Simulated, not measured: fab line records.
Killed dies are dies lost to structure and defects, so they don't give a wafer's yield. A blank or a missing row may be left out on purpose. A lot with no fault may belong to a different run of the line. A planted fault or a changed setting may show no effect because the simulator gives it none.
The tool behind it: which one? | flow n5_finfet | 34 wafers sampled from 12 lots at 1 step of a route of 1938

## WHAT THE GAUGES SHOWED, per wafer
N5_FIN_SAQP_INSPECT_18: inspects for defects (brightfield).
lot  | measured    | on                | raw_defect_count
L253 | day 1 22:11 | defect_inspect-02 | 340 329 466
L255 | day 2 10:46 | defect_inspect-02 | 326 482 835
L256 | day 2 16:25 | defect_inspect-01 | 475 485 414
L258 | day 3 05:09 | defect_inspect-01 | 441 639 499
L259 | day 3 10:37 | defect_inspect-01 | 214 269 271
L264 | day 4 16:25 | defect_inspect-02 | 423 621
L265 | day 4 22:13 | defect_inspect-02 | 505 734
L270 | day 6 04:19 | defect_inspect-02 | 492 344 475
L271 | day 6 09:35 | defect_inspect-01 | 433 354 427
L272 | day 6 15:52 | defect_inspect-01 | 637 377 449
L273 | day 6 21:38 | defect_inspect-02 | 594 567 541
L276 | day 7 16:01 | defect_inspect-02 | 321 326 524

## WHICH TOOL RAN EACH LOT (tool, then ch and the chambers of the sampled wafers, then the start)
The record shows no process step preceding these readings.

## AS READ BY THE TOOLS THEMSELVES (means over the sampled wafers that have a number; for cases with no such wafer, the mark the record gives instead)
The record holds no such reading with a usual standard deviation.

## THE ANSWER, worked out from the rows above alone
Rule: usual is defined by the lots themselves. Put in order of their means at a reading, lots are off if they are a third of the lots or fewer, leave a main group of 4 or more, and stand apart from it by a gap of 3 or more times the standard deviation of the main group's means; of several such gaps the widest counts. Not used: any main group whose means are identical at the precision the tables above print for the reading. A lot without any number at a reading at which 4 lots or more have one is off too. The other lots that the step has rows for count as sound. First the gauges in route order, then the tools' own readings, where a lot's mean is used as printed above. At the first step where some lot is off, the reading lying furthest off is the one used; lots without a number count as furthest.
No lot is off at any reading shown: from this, nothing can be told.

## WHAT HAD BEEN PUT IN BY THE SIMULATOR
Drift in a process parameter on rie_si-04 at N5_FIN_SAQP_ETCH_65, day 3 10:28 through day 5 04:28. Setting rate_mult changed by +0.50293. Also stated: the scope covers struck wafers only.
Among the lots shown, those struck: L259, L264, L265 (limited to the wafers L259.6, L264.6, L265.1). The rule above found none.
